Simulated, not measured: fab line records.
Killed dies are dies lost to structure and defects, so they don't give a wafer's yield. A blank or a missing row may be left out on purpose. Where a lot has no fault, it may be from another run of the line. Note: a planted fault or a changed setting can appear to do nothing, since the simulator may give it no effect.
fab line records	flow n5-finfet
[record] lots = 7	wafers = 39
route steps=1938 shown FIN_SAQP@96 STI_FIN_REVEAL@190 SD_EPI_P@321 SD_ACTIVATION@330 HKMG_FIN@435
start-h: the number of hours between the record's first day and the start of the first shown wafer of the lot	wait-h: time in hours since the lot's previous step	" identical to the entry in the row above	L1.1+2: a single row standing in for several wafers	- no value, or no start given	* or withheld: withheld	< > ~ a bound
route shown NAME@n: NAME is a module with steps in the file, n the number in the route of the first one	usual: average and standard deviation across the fault-free wafers	same: alike in all rows	chamber/n: place in a boat	sites: the reading at each site	_std_site: how widely they spread, as a standard deviation	_edge_site: outer sites' mean less inner sites'	radius-mm: how far each site lies from the wafer's centre	mask NAME#n: copy n	behind: the last tool/chamber to shape the wafer	hold: reason for holding the lot/hours on hold/outcome of the hold	device: which transistor (n, p or np) failed to switch	end of line: tests run on the same wafers once the route is complete	a step with no rows: only its recipe	killed: dies that structure and defects cost at the first sort, which is not the same as the wafer's yield	map: the dies of a wafer, with x for killed, . for not killed, _ for no die there
set.NAME: the run value of the setting; set.NAME@STEP: its run value at that earlier step	model.NAME: the simulator's own value behind a step, which no gauge read
lots where settings were altered on purpose, with a table for each step and a row for each wafer
[[steps]]
[step N5_FIN_SAQP_HM_DEP_03]
[recipe] material = SiNx	target-thk-a = 380	temp-c = 400	precursor = SiH4/NH3/N2	pressure-torr = 1.5	rf-w = 300	time-s = 33.6
lot.wafer	tool	chamber	start-h	wait-h	set.target-thk-a	model.SiNx_of_FIN_SAQP_HM_DEP_03.thk-nm
L074.1	pecvd-02	2	21.26	0.3	425.3	42.26
L074.2	"	1	"	"	380	37.36
L074.3	"	0	"	"	380	37.52
L074.4	"	1	"	"	425.3	42.59
L074.5	"	0	"	"	380	37.94
L074.6	"	2	"	"	425.3	42.84
L076.1	pecvd-01	2	34.25	0.2	380	37.44
L076.2	"	0	"	"	380	37.27
L076.3	"	1	"	"	363.6	36.53
L076.4	"	2	"	"	363.6	36.49
L076.5	"	0	"	"	363.6	36.58
L076.6	"	1	"	"	380	38.51
L077.1	pecvd-01	1	39.02	0.2	380	38.22
L077.2	"	2	"	"	363	36.06
L077.3	"	0	"	"	363	35.56
L077.4	"	2	"	"	363	35.57
L077.5	"	1	"	"	380	38.53
L077.6	"	0	"	"	380	38.27
L085.1	pecvd-01	1	89.62	0.2	380	37.94
L085.3	"	0	"	"	380	38.07
L085.4	"	1	"	"	380	38.48
L090.1	pecvd-02	2	117.23	0.2	380	37.49
L090.2	"	1	"	"	408.2	40.65
L090.3	"	0	"	"	380	37.62
L090.4	"	1	"	"	408.2	41.13
L090.5	"	0	"	"	380	38.27
L090.6	"	2	"	"	408.2	41.08
L091.1	pecvd-01	0	123.83	0.2	380	38.35
L091.2	"	2	"	"	380	37.6
L091.3	"	1	"	"	380	38.01
L091.4+6	"	1,2	"	"	380	38.79
L091.5	"	0	"	"	380	38.62
L096.1	pecvd-04	2	153.72	0.2	349.9	34.29
L096.2	"	0	"	"	349.9	35.12
L096.3	"	1	"	"	380	38.15
L096.4	"	2	"	"	380	38.44
L096.5	"	1	"	"	380	38.38
L096.6	"	0	"	"	349.9	35.29
[step N5_FIN_SAQP_THK_MEAS_05]
[usual] thk-nm = 38.0/0.53
lot.wafer	tool	chamber	start-h	wait-h	set.target-thk-a@FIN_SAQP_HM_DEP_03	thk-nm
L074.1	film-metro-02	-	21.35	0.1	425.3	42.3
L074.2	"	-	"	"	380	37.4
L074.3	"	-	"	"	380	37.6
L074.4	"	-	"	"	425.3	42.6
L074.5	"	-	"	"	380	37.9
L074.6	"	-	"	"	425.3	42.9
L076.1	film-metro-02	-	34.34	0.1	380	37.5
L076.2	"	-	"	"	380	37.3
L076.3	"	-	"	"	363.6	36.5
L076.4	"	-	"	"	363.6	36.5
L076.5	"	-	"	"	363.6	36.6
L076.6	"	-	"	"	380	38.5
L077.1	film-metro-02	-	39.11	0.1	380	38.3
L077.2	"	-	"	"	363	36.0
L077.3	"	-	"	"	363	35.6
L077.4	"	-	"	"	363	35.6
L077.5	"	-	"	"	380	38.5
L077.6	"	-	"	"	380	38.3
L085.1	film-metro-02	-	89.71	0.1	380	38.0
L085.3	"	-	"	"	380	38.0
L085.4	"	-	"	"	380	38.5
L090.1	film-metro-02	-	117.31	0.1	380	37.5
L090.2	"	-	"	"	408.2	40.7
L090.3	"	-	"	"	380	37.6
L090.4	"	-	"	"	408.2	41.1
L090.5	"	-	"	"	380	38.3
L090.6	"	-	"	"	408.2	41.1
L091.1	film-metro-01	-	123.92	0.1	380	38.4
L091.2	"	-	"	"	380	37.6
L091.3	"	-	"	"	380	38.0
L091.4	"	-	"	"	380	38.8
L091.5	"	-	"	"	380	38.6
L091.6	"	-	"	"	380	38.7
L096.1	film-metro-02	-	153.80	0.1	349.9	34.3
L096.2	"	-	"	"	349.9	35.1
L096.3	"	-	"	"	380	38.1
L096.4	"	-	"	"	380	38.4
L096.5	"	-	"	"	380	38.4
L096.6	"	-	"	"	349.9	35.3
[step N5_FIN_SAQP_PECVD_47]
[recipe] material = a-Si	target-thk-a = 450	temp-c = 400	precursor = SiH4/He	pressure-torr = 3	rf-w = 100	time-s = 36.3
[step N5_FIN_SAQP_PECVD_48]
[recipe] material = SiNx	target-thk-a = 250	temp-c = 400	precursor = SiH4/NH3/N2	pressure-torr = 1.5	rf-w = 300	time-s = 22.1
[step N5_FIN_SAQP_MANDREL2_REMOVE_60]
[recipe] chemistry = HBr/Cl2/O2	bt-time-s = 10	target = a-Si	stop-on = SiNx	endpoint = OES-SiCl	over-etch-frac = 1	icp-w = 600	bias-w = 22	HBr_flow_sccm = 150	Cl2_flow_sccm = 80	O2_flow_sccm = 5	pressure-mtorr = 10
[step N5_FIN_SAQP_HM_OPEN_33]
[recipe] chemistry = CH3F/O2	target = SiNx	mask-material = SiO2	target-depth-a = 494	time-s = 70.6	pressure-mtorr = 30	source-w = 395	bias-w = 73	Ar_flow_sccm = 150	CH3F_flow_sccm = 30	O2_flow_sccm = 20	ion-energy-ev = 120	ends = cleared
[usual] etch-rf-on-time-s = 69.8/1.4
lot.wafer	tool	chamber	start-h	wait-h	set.target-thk-a@FIN_SAQP_HM_DEP_03	etch-rf-on-time-s	model.etch.depth-nm
L074.1	rie-diel-01	0	26.06	0.0	425.3	78.6	41.57
L074.2	"	1	"	"	380	68.3	36.74
L074.3	"	2	"	"	380	68.9	36.83
L074.4	"	0	"	"	425.3	79.3	41.9
L074.5	"	2	"	"	380	70.0	37.31
L074.6	"	1	"	"	425.3	78.7	42.15
L076.1	rie-diel-06	3	40.07	0.2	380	69.6	36.67
L076.2	"	0	"	"	380	69.2	36.57
L076.3	"	2	"	"	363.6	66.7	35.9
L076.4	"	1	"	"	363.6	66.1	35.81
L076.5	"	1	"	"	363.6	67.2	35.89
L076.6	"	0	"	"	380	71.1	37.73
L077.1	rie-diel-04	2	44.10	0.0	380	70.1	37.56
L077.2	"	1	"	"	363	66.3	35.43
L077.3	"	0	"	"	363	65.0	34.93
L077.4	"	3	"	"	363	65.8	34.86
L077.5	"	1	"	"	380	70.1	37.9
L077.6	"	2	"	"	380	70.1	37.62
L085.1	rie-diel-06	1	94.12	0.1	380	69.2	37.32
L085.3	"	3	"	"	380	70.7	37.37
L085.4	"	2	"	"	380	70.9	37.79
L090.1	rie-diel-04	1	122.41	0.0	380	68.3	36.79
L090.2	"	0	"	"	408.2	72.8	39.96
L090.3	"	3	"	"	380	70.5	36.93
L090.4	"	2	"	"	408.2	76.0	40.5
L090.5	"	1	"	"	380	70.0	37.64
L090.6	"	0	"	"	408.2	73.6	40.39
L091.1	rie-diel-04	2	128.30	0.0	380	69.7	37.64
L091.2	"	0	"	"	380	66.8	36.98
L091.3	"	3	"	"	380	70.5	37.38
L091.4	"	1	"	"	380	70.7	38.14
L091.5	"	3	"	"	380	71.4	37.97
L091.6	"	0	"	"	380	68.9	38.08
L096.1	rie-diel-06	3	158.30	0.0	349.9	64.4	33.6
L096.2	"	1	"	"	349.9	64.9	34.43
L096.3	"	2	"	"	380	71.0	37.45
L096.4	"	3	"	"	380	72.5	37.82
L096.5	"	1	"	"	380	71.4	37.69
L096.6	"	2	"	"	349.9	65.1	34.6
[step N5_FIN_SAQP_ETCH_34]
[recipe] chemistry = C4F6/O2	target = SiO2	target-depth-a = 450	time-s = 15	ion-energy-ev = 250	pressure-mtorr = 30	source-w = 345	bias-w = 185	Ar_flow_sccm = 300	C4F6_flow_sccm = 10	O2_flow_sccm = 10	ends = cleared
[step N5_FIN_SAQP_STRIP_77]
[recipe] chemistry = N2/H2	time-s = 90	power-w = 100	temp-c = 40	pressure-mtorr = 100	rf-frequency-hz = 6e+07	bias-power-w = 3	n2-flow-sccm = 300	h2-flow-sccm = 300
[step N5_FIN_SAQP_PRECLEAN_38]
[recipe] chemistry = O3/DIW	time-s = 45	temp-c = 22	o3-ppm = 10
[step N5_FIN_SAQP_PRECLEAN_45]
[recipe] chemistry = dHF	time-s = 10	dilution = 500:1	temp-c = 25
lot.wafer	tool	chamber	start-h	wait-h	set.target-thk-a@FIN_SAQP_HM_DEP_03	model.SiNx_of_FIN_SAQP_HM_DEP_03.thk-nm
L074.1	wet-bench-06	7	26.55	0.0	425.3	25
L074.2+5	"	0,1	"	"	380	20.8
L074.3	"	3	"	"	380	20.6
L074.4	"	2	"	"	425.3	26
L074.6	"	6	"	"	425.3	26.2
L076.1	wet-bench-06	2	40.55	0.0	380	20.2
L076.2	"	3	"	"	380	20.4
L076.3+4+5	"	4,0,5	"	"	363.6	20
L076.6	"	1	"	"	380	21.4
L077.1+5	wet-bench-03	5,2	44.56	0.0	380	21.2
L077.2+3	"	0,4	"	"	363	18.8
L077.4	"	1	"	"	363	18.2
L077.6	"	3	"	"	380	21
L085.1	wet-bench-06	2	94.58	0.0	380	21.4
L085.3	"	7	"	"	380	21
L085.4	"	0	"	"	380	21.8
L090.1+3	wet-bench-03	1,0	122.87	0.0	380	20.4
L090.2	"	2	"	"	408.2	23.4
L090.4	"	4	"	"	408.2	24.4
L090.5	"	3	"	"	380	21.2
L090.6	"	5	"	"	408.2	23.8
L091.1	wet-bench-03	1	128.76	0.0	380	21.4
L091.2	"	2	"	"	380	20.4
L091.3	"	6	"	"	380	20.6
L091.4	"	3	"	"	380	21.6
L091.5	"	4	"	"	380	21.2
L091.6	"	5	"	"	380	21.8
L096.1	wet-bench-05	5	158.76	0.0	349.9	17.2
L096.2	"	3	"	"	349.9	18.4
L096.3	"	0	"	"	380	20.8
L096.4	"	4	"	"	380	21.8
L096.5	"	1	"	"	380	21.6
L096.6	"	2	"	"	349.9	18.6
[step N5_STI_FIN_REVEAL_ETCHBACK_08]
[recipe] chemistry = C4F6/O2	target = SiO2	target-depth-a = 305	time-s = 10.167	ion-energy-ev = 250	pressure-mtorr = 30	source-w = 345	bias-w = 185	Ar_flow_sccm = 300	C4F6_flow_sccm = 10	O2_flow_sccm = 10
lot.wafer	tool	chamber	start-h	wait-h	set.target-depth-a
L074.1+2+3+4+5+6	rie-diel-06	3,0,2,1,2,3	33.80	0.2	305
L076.1+3+5	rie-diel-01	1,0,0	48.37	0.2	305
L076.2+4+6	"	3,2,3	"	"	284.8
L077.1+4+5	rie-diel-04	2,3,2	52.24	0.2	305
L077.2+3+6	"	1,0,3	"	"	275.9
L085.1+3+4	rie-diel-01	1,2,1	102.30	0.2	305
L090.1+2+4	rie-diel-06	1,3,2	130.17	0.3	292.3
L090.3+5+6	"	2,3,1	"	"	305
L091.1+3+5	rie-diel-04	2,1,1	136.13	0.2	305
L091.2+4+6	"	0,2,0	"	"	265.1
L096.1+2+3+4+5+6	rie-diel-06	2,1,3,2,3,1	166.17	0.2	305
[step N5_STI_FIN_REVEAL_STRIP_24]
[recipe] chemistry = N2/H2	time-s = 90	power-w = 100	temp-c = 40	pressure-mtorr = 100	rf-frequency-hz = 6e+07	bias-power-w = 3	n2-flow-sccm = 300	h2-flow-sccm = 300
[step N5_STI_FIN_REVEAL_PRECLEAN_25]
[recipe] chemistry = SPM	time-s = 90	temp-c = 120	mix = 4:1
[step N5_STI_FIN_REVEAL_SRD_23]
[recipe] dry = ipa-marangoni	time-s = 30	temp-c = 23	rinse-liquid = diw
[step N5_STI_FIN_REVEAL_FIN_H_MEAS_10]
[usual] trench-depth-nm = 51.8/0.7
lot.wafer	tool	chamber	start-h	wait-h	set.target-depth-a@STI_FIN_REVEAL_ETCHBACK_08	trench-depth-nm
L074.1	ocd-01	-	36.89	0.0	305	51.2
L074.2	"	-	"	"	305	51.5
L074.3	"	-	"	"	305	51.9
L074.4	"	-	"	"	305	51.7
L074.5	"	-	"	"	305	51.6
L074.6	"	-	"	"	305	51.3
L076.1	ocd-02	-	51.91	0.0	305	52.0
L076.2	"	-	"	"	284.8	50.9
L076.3	"	-	"	"	305	50.9
L076.4	"	-	"	"	284.8	49.4
L076.5	"	-	"	"	305	51.0
L076.6	"	-	"	"	284.8	51.0
L077.1	ocd-02	-	55.20	0.0	305	51.6
L077.2	"	-	"	"	275.9	49.0
L077.3	"	-	"	"	275.9	49.1
L077.4	"	-	"	"	305	51.1
L077.5	"	-	"	"	305	51.9
L077.6	"	-	"	"	275.9	48.5
L085.1	ocd-01	-	105.26	0.0	305	51.6
L085.3	"	-	"	"	305	51.8
L085.4	"	-	"	"	305	52.2
L090.1	ocd-02	-	133.15	0.0	292.3	50.8
L090.2	"	-	"	"	292.3	50.3
L090.3	"	-	"	"	305	51.2
L090.4	"	-	"	"	292.3	50.2
L090.5	"	-	"	"	305	50.7
L090.6	"	-	"	"	305	51.4
L091.1	ocd-02	-	139.11	0.0	305	50.9
L091.2	"	-	"	"	265.1	48.3
L091.3	"	-	"	"	305	51.2
L091.4	"	-	"	"	265.1	48.1
L091.5	"	-	"	"	305	52.2
L091.6	"	-	"	"	265.1	48.4
L096.1	ocd-02	-	169.15	0.0	305	52.2
L096.2	"	-	"	"	305	51.9
L096.3	"	-	"	"	305	51.2
L096.4	"	-	"	"	305	52.0
L096.5	"	-	"	"	305	51.9
L096.6	"	-	"	"	305	51.4
[step N5_SD_EPI_P_EPI_21]
[recipe] material = SiGe:B	dopant = B	temp-c = 550	pressure-torr = 20	ambient = H2	time-s = 355
lot.wafer	tool	chamber	start-h	wait-h	set.time-s	model.SiGe-B_of_SD_EPI_P_EPI_21.thk-nm
L074.1	epi-rpcvd-03	0	55.61	0.1	423.8	68.6
L074.2+5	"	0	"	"	423.8	68.4
L074.3	"	0	"	"	355	60.4
L074.4	"	0	"	"	355	61.6
L074.6	"	0	"	"	355	61
L076.1	epi-rpcvd-04	0	71.26	0.1	306.5	55.8
L076.2	"	0	"	"	355	60.6
L076.3	"	0	"	"	355	60.2
L076.4	"	0	"	"	306.5	55.4
L076.5	"	0	"	"	306.5	54.6
L076.6	"	0	"	"	355	60
L077.1	epi-rpcvd-03	0	72.87	0.1	395.4	65.8
L077.2	"	0	"	"	395.4	65.6
L077.3	"	0	"	"	395.4	66
L077.4	"	0	"	"	355	60.6
L077.5	"	0	"	"	355	61
L077.6	"	0	"	"	355	61.4
L085.1+4	epi-rpcvd-01	0	126.13	0.2	355	60.4
L085.3	"	0	"	"	355	60.8
L090.1	epi-rpcvd-03	0	151.40	0.1	355	60.2
L090.2+3	"	0	"	"	355	59.6
L090.4	"	0	"	"	380.2	61.8
L090.5	"	0	"	"	380.2	61.6
L090.6	"	0	"	"	380.2	62.6
L091.1	epi-rpcvd-03	0	162.41	0.1	297.4	53.8
L091.2	"	0	"	"	355	60.8
L091.3	"	0	"	"	355	60
L091.4	"	0	"	"	355	60.2
L091.5+6	"	0	"	"	297.4	54
L096.1	epi-rpcvd-03	0	187.52	0.2	392.6	65.2
L096.2	"	0	"	"	355	60
L096.3	"	0	"	"	355	60.8
L096.4	"	0	"	"	392.6	64.6
L096.5	"	0	"	"	355	61.4
L096.6	"	0	"	"	392.6	64.2
[step N5_SD_EPI_P_EPI_MEAS_23]
[recipe] mode = xrd
[usual] thk-nm = 60.7/1.2
lot.wafer	tool	chamber	start-h	wait-h	set.time-s@SD_EPI_P_EPI_21	thk-nm
L074.1	film-metro-02	-	57.83	1.9	423.8	67.5
L074.2	"	-	"	"	423.8	67.6
L074.3	"	-	"	"	355	60.2
L074.4	"	-	"	"	355	61.3
L074.5	"	-	"	"	423.8	70.7
L074.6	"	-	"	"	355	63.1
L076.1	film-metro-02	-	73.45	1.8	306.5	57.0
L076.2	"	-	"	"	355	59.6
L076.3	"	-	"	"	355	59.6
L076.4	"	-	"	"	306.5	54.6
L076.5	"	-	"	"	306.5	55.1
L076.6	"	-	"	"	355	60.0
L077.1	film-metro-02	-	75.07	1.8	395.4	64.6
L077.2	"	-	"	"	395.4	67.2
L077.3	"	-	"	"	395.4	66.3
L077.4	"	-	"	"	355	62.3
L077.5	"	-	"	"	355	61.0
L077.6	"	-	"	"	355	63.2
L085.1	film-metro-02	-	129.04	2.4	355	61.8
L085.3	"	-	"	"	355	60.0
L085.4	"	-	"	"	355	61.6
L090.1	film-metro-02	-	153.61	1.9	355	60.7
L090.2	"	-	"	"	355	60.2
L090.3	"	-	"	"	355	59.0
L090.4	"	-	"	"	380.2	62.2
L090.5	"	-	"	"	380.2	60.3
L090.6	"	-	"	"	380.2	61.3
L091.1	film-metro-01	-	164.61	1.9	297.4	52.3
L091.2	"	-	"	"	355	62.3
L091.3	"	-	"	"	355	60.3
L091.4	"	-	"	"	355	60.0
L091.5	"	-	"	"	297.4	54.2
L091.6	"	-	"	"	297.4	54.3
L096.1	film-metro-01	-	190.44	2.4	392.6	64.5
L096.2	"	-	"	"	355	60.1
L096.3	"	-	"	"	355	59.4
L096.4	"	-	"	"	392.6	64.2
L096.5	"	-	"	"	355	60.0
L096.6	"	-	"	"	392.6	63.6
[step N5_SD_EPI_P_HM_STRIP_48]
[recipe] chemistry = H3PO4	temp-c = 160	material = SiNx	target = SiNx	target-depth-a = 30	overetch-fraction = 0.3
[step N5_SD_EPI_P_SRD_49]
[recipe] dry = ipa-marangoni	time-s = 30	temp-c = 23	rinse-liquid = diw
[step N5_SD_ACTIVATION_RTA_00]
[recipe] temp-c = 975	time-s = 0	ambient = N2	idle-temp-c = 600	ramp-up-c-per-s = 150	ramp-down-c-per-s = 60	cool-to-c = 600
[step N5_SD_ACTIVATION_LSA_01]
[recipe] temp-c = 1080	time-s = 0.0008	ambient = N2
[step N5_SD_ACTIVATION_RS_MEAS_03]
[recipe] thk-meas-gauge = four-point-probe
[usual] RS_SD_N = 21.9/0.33	RS_SD_P = 56.5/1.1
lot.wafer	tool	chamber	start-h	wait-h	set.time-s@SD_EPI_P_EPI_21	RS_SD_N[ohm/sq]	RS_SD_P[ohm/sq]
L074.1	film-metro-01	-	58.45	0.2	423.8	21.5	50.8
L074.2	"	-	"	"	423.8	21.9	50.8
L074.3	"	-	"	"	355	21.6	58.2
L074.4	"	-	"	"	355	21.7	56.8
L074.5	"	-	"	"	423.8	21.4	51.0
L074.6	"	-	"	"	355	21.8	57.1
L076.1	film-metro-02	-	74.06	0.2	306.5	21.4	61.6
L076.2	"	-	"	"	355	21.3	56.9
L076.3	"	-	"	"	355	21.7	57.1
L076.4	"	-	"	"	306.5	21.7	62.3
L076.5	"	-	"	"	306.5	21.9	62.9
L076.6	"	-	"	"	355	21.5	56.8
L077.1	film-metro-01	-	75.67	0.2	395.4	21.7	51.5
L077.2	"	-	"	"	395.4	21.6	51.7
L077.3	"	-	"	"	395.4	21.8	51.2
L077.4	"	-	"	"	355	21.8	55.2
L077.5	"	-	"	"	355	22.2	55.6
L077.6	"	-	"	"	355	21.5	54.9
L085.1	film-metro-01	-	129.66	0.2	355	21.6	56.0
L085.3	"	-	"	"	355	21.4	55.6
L085.4	"	-	"	"	355	21.6	55.2
L090.1	film-metro-02	-	154.32	0.2	355	21.7	56.8
L090.2	"	-	"	"	355	21.7	58.2
L090.3	"	-	"	"	355	21.8	57.7
L090.4	"	-	"	"	380.2	21.3	55.5
L090.5	"	-	"	"	380.2	21.9	55.7
L090.6	"	-	"	"	380.2	21.7	55.3
L091.1	film-metro-01	-	165.21	0.2	297.4	21.9	63.5
L091.2	"	-	"	"	355	22.2	56.6
L091.3	"	-	"	"	355	21.7	57.4
L091.4	"	-	"	"	355	21.8	57.8
L091.5	"	-	"	"	297.4	21.8	63.3
L091.6	"	-	"	"	297.4	22.0	64.1
L096.1	film-metro-01	-	191.04	0.2	392.6	22.1	52.5
L096.2	"	-	"	"	355	22.0	56.9
L096.3	"	-	"	"	355	21.8	56.3
L096.4	"	-	"	"	392.6	21.9	52.2
L096.5	"	-	"	"	355	22.1	55.5
L096.6	"	-	"	"	392.6	21.5	53.2
[step N5_HKMG_FIN_ETCH_32]
[recipe] chemistry = N2/H2	target = SOC	target-depth-a = 2400	temp-c = 40	time-s = 300	ion-energy-ev = 200	mask-material = SiARC	pressure-mtorr = 30	source-w = 840	bias-w = 150	n2-flow-sccm = 200	h2-flow-sccm = 200
[usual] rf-vpp-V = 525.4/2.2
lot.wafer	tool	chamber	start-h	wait-h	set.source-w	rf-vpp-V	model.etch.depth-nm	model.HKMG_FIN.feature-depth-nm	model.SiARC_of_HKMG_FIN_COAT_30.thk-nm
L074.1	rie-diel-01	0	74.72	0.0	713.2	549.4	200.8	200.8	23
L074.2	"	2	"	"	840	527.8	236.6	236.6	21.4
L074.3	"	1	"	"	713.2	556.1	206.7	206.6	22.4
L074.4	"	3	"	"	840	524.9	246.9	247	21
L074.5	"	0	"	"	713.2	549.3	202.1	202.2	22.8
L074.6	"	1	"	"	840	526.2	235.2	235.2	21.2
L076.1	rie-diel-04	0	90.87	0.0	840	525.5	239.9	239.8	21
L076.2	"	3	"	"	840	524.3	233.2	233.2	21.2
L076.3	"	1	"	"	840	527.5	237	237	21.4
L076.4	"	2	"	"	840	523.8	239	239	21.2
L076.5	"	0	"	"	840	525.3	237.2	237.2	21.2
L076.6	"	1	"	"	840	527.1	238.7	238.6	21.4
L077.1	rie-diel-04	1	92.76	0.0	840	526.9	238.1	238	21.4
L077.2	"	3	"	"	840	526.3	236.3	236.2	21
L077.3	"	2	"	"	840	523.3	237.5	237.6	21.4
L077.4	"	0	"	"	840	524.3	239.5	239.6	21.2
L077.5	"	0	"	"	840	526.3	238.8	238.8	21.2
L077.6	"	1	"	"	840	526.4	239.7	239.8	21.4
L085.1	rie-diel-01	2	146.38	0.0	840	527.8	236	236	21.8
L085.3	"	1	"	"	840	527.0	234.2	234.2	21.6
L085.4	"	3	"	"	840	525.9	249.7	249.6	21
L090.1	rie-diel-06	3	171.72	0.0	892	510.0	246.4	246.4	21
L090.2	"	2	"	"	892	516.1	250.2	250.2	21.2
L090.3	"	1	"	"	840	525.1	240.1	240.2	21.2
L090.4	"	3	"	"	840	521.3	234.7	234.8	21.4
L090.5	"	1	"	"	892	513.3	251.6	251.6	20.6
L090.6	"	2	"	"	840	527.1	241.8	241.8	21.6
L091.1	rie-diel-06	0	182.21	0.0	701.8	557.0	210.5	210.4	22.2
L091.2	"	1	"	"	840	523.9	240.5	240.4	21.2
L091.3	"	2	"	"	701.8	558.0	208.8	208.8	22.8
L091.4	"	1	"	"	701.8	557.2	207	207	22.6
L091.5	"	2	"	"	840	526.3	242.4	242.4	21.6
L091.6	"	0	"	"	840	524.7	244	244	21
L096.1	rie-diel-01	0	207.89	0.0	758.5	546.3	217.2	217.2	22.4
L096.2	"	2	"	"	840	527.2	232.4	232.4	22
L096.3	"	1	"	"	758.5	542.5	214.3	214.4	22.4
L096.4	"	3	"	"	758.5	545.7	228.2	228.2	21.8
L096.5	"	0	"	"	840	528.2	236.9	236.8	21.6
L096.6	"	3	"	"	840	525.1	249.1	249.2	21.2
[[key]]
[split] step = N5_FIN_SAQP_HM_DEP_03	setting = target-thk-a	stated = 380	by = wafer
[response] step = N5_FIN_SAQP_HM_DEP_03	reading = model.SiNx_of_FIN_SAQP_HM_DEP_03.thk-nm	change = +0.424	per = 1%	r = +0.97
[response] step = N5_FIN_SAQP_THK_MEAS_05	reading = thk-nm	change = *	per = 1%	r = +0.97
[response] step = N5_FIN_SAQP_HM_OPEN_33	reading = etch-rf-on-time-s	change = *	per = 1%	r = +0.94
[response] step = N5_FIN_SAQP_HM_OPEN_33	reading = model.etch.depth-nm	change = +0.421	per = 1%	r = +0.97
[response] step = N5_FIN_SAQP_PRECLEAN_45	reading = model.SiNx_of_FIN_SAQP_HM_DEP_03.thk-nm	change = +0.415	per = 1%	r = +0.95
[split] step = N5_STI_FIN_REVEAL_ETCHBACK_08	setting = target-depth-a	stated = 305	by = wafer
[response] step = N5_STI_FIN_REVEAL_FIN_H_MEAS_10	reading = trench-depth-nm	change = +0.232	per = 1%	r = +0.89
[split] step = N5_SD_EPI_P_EPI_21	setting = time-s	stated = 355	by = wafer
[response] step = N5_SD_EPI_P_EPI_21	reading = model.SiGe-B_of_SD_EPI_P_EPI_21.thk-nm	change = +0.384	per = 1%	r = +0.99
[response] step = N5_SD_EPI_P_EPI_MEAS_23	reading = thk-nm	change = *	per = 1%	r = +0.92
[response] step = N5_SD_ACTIVATION_RS_MEAS_03	reading = RS_SD_P	change = -0.356	per = 1%	r = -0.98
[split] step = N5_HKMG_FIN_ETCH_32	setting = source-w	stated = 840	by = wafer
[response] step = N5_HKMG_FIN_ETCH_32	reading = rf-vpp-V	change = -1.84	per = 1%	r = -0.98
[response] step = N5_HKMG_FIN_ETCH_32	reading = model.etch.depth-nm	change = +2.15	per = 1%	r = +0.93
[response] step = N5_HKMG_FIN_ETCH_32	reading = model.HKMG_FIN.feature-depth-nm	change = +2.15	per = 1%	r = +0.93
[response] step = N5_HKMG_FIN_ETCH_32	reading = model.SiARC_of_HKMG_FIN_COAT_30.thk-nm	change = -0.0835	per = 1%	r = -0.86
